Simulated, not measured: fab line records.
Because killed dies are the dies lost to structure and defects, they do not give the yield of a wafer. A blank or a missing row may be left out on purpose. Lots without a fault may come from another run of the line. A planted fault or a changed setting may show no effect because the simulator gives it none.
Struck lot and sound lot, side by side / flow nand_harc / 14 out of 1159 route steps
Sound: the wafers L216.1, L216.4, L216.5. Struck: wafer L224.4 (left out: L224.1, L224.6 of the same lot, which were not struck); the cause appears at the end.
For every step that has rows: the tool of each side, followed by ch and its chambers, followed by its first start. Under that, the readings that differ: sound wafers / struck wafers / difference of the means / sigmas: that difference in standard deviations of wafers without a fault.
alike: readings with means less than 2 such deviations apart, plus words and numbers identical on both sides. not compared: withheld readings, readings lacking a value on some wafer, bounds such as >300 that could conceal the same value, and numbers that have no deviation in the record and whose values overlap.
Wherever a step has rows on one side only, a row that says differs or no value, or a row with sigmas, the two part there. Numbers that don't overlap but have no deviation are shown without sigmas and don't part them. A reading that every wafer of one side lacks parts them only if that side has two wafers or more.

NHARC_A_STAIRCASE_TRIM_220: chemistry O2, time 211.2 s.
  sound on rie_diel-01 ch 1,2, day 12 02:56; struck on rie_diel-12 ch 3, day 14 07:33
  alike: chamber_pressure_mTorr, drypump_motor_current_A, oes_product_au, rf_vpp_V, showerhead_plenum_p_Torr, throttle_valve_pct
  not compared: rf_hours_counter_h
NHARC_A_STAIRCASE_ETCH_221: etches the open film in C4F8/O2, target depth 100 nm, time 40.5 s.
  sound on rie_diel-01 ch 2,3; struck on rie_diel-12 ch 1
reading=chamber_pressure_mTorr (mTorr); sound=25.020 25.024 25.045; struck=25.086; difference=+0.056; sigmas=+2
  alike: oes_product_au, rf_vpp_V, run_length_s
  not compared: rf_hours_counter_h
then, 1 step without rows for these wafers: NHARC_A_STAIRCASE_TRIM_222 (chemistry O2, time 211.2 s).
NHARC_A_STAIRCASE_ETCH_223: etches the open film in C4F8/O2, target depth 100 nm, time 40.5 s.
  sound on rie_diel-01 ch 0,3; struck on rie_diel-12 ch 3
reading=run_length_s (s); sound=62.2 62.4 62.3; struck=61.6; difference=-0.7; sigmas=-2
  alike: chamber_pressure_mTorr, oes_product_au, rf_vpp_V
  not compared: rf_hours_counter_h
NHARC_A_STAIRCASE_TRIM_224: chemistry O2, time 211.2 s.
  sound on rie_diel-01 ch 0,1,2; struck on rie_diel-12 ch 3
  alike: chamber_pressure_mTorr, drypump_motor_current_A, oes_product_au, rf_vpp_V, showerhead_plenum_p_Torr, throttle_valve_pct
  not compared: rf_hours_counter_h
then, 4 steps without rows for these wafers: NHARC_A_STAIRCASE_ETCH_225 (etches the open film in C4F8/O2, target depth 100 nm, time 40.5 s); NHARC_A_STAIRCASE_TRIM_226 (chemistry O2, time 211.2 s); NHARC_A_STAIRCASE_ETCH_227 (etches the open film in C4F8/O2, target depth 100 nm, time 40.5 s); NHARC_A_STAIRCASE_TRIM_229 (chemistry O2, time 211.2 s).
NHARC_A_STAIRCASE_ETCH_230: etches the open film in C4F8/O2, target depth 100 nm, time 40.5 s.
  sound on rie_diel-01 ch 0,3; struck on rie_diel-10 ch 3
reading=oes_product_au (a.u.); sound=0.923 0.928 0.915; struck=0.958; difference=+0.036; sigmas=+3
  alike: chamber_pressure_mTorr, rf_vpp_V, run_length_s
  not compared: rf_hours_counter_h
then, 1 step without rows for these wafers: NHARC_A_STAIRCASE_TRIM_231 (chemistry O2, time 211.2 s).
NHARC_A_STAIRCASE_ETCH_232: etches the open film in C4F8/O2, target depth 100 nm, time 40.5 s.
  sound on rie_diel-01 ch 0,2, day 12 06:20; struck on rie_diel-10 ch 2, day 14 09:21
reading=run_length_s (s); sound=61.4 62.5 61.3; struck=72.8; difference=+11.1; sigmas=+34
  alike: chamber_pressure_mTorr, oes_product_au, rf_vpp_V
  not compared: rf_hours_counter_h
then, 1 step without rows for these wafers: NHARC_A_STAIRCASE_TRIM_233 (chemistry O2, time 211.2 s).
-- jump in the record: it breaks off in module A_STAIRCASE and resumes in module END (first step shown: number 1159 of the route), and 8 days separate the struck wafers' starts before and after --
NHARC_END_SORT_01:
  sound on prober-02 ch 0, day 20 01:40; struck on prober-01 ch 0, day 22 15:35
reading=killed_at_array; sound=18 28 15; struck=530; difference=+510; sigmas=+69
reading=killed_dies; sound=22 33 20; struck=535; difference=+510; sigmas=+64
  alike: killed_at_other, killed_at_periphery, killed_open, killed_short

## WHERE THEY PART
Last at NHARC_END_SORT_01 as far as this record goes, first at NHARC_A_STAIRCASE_ETCH_221.

WHY: what the simulator had put in
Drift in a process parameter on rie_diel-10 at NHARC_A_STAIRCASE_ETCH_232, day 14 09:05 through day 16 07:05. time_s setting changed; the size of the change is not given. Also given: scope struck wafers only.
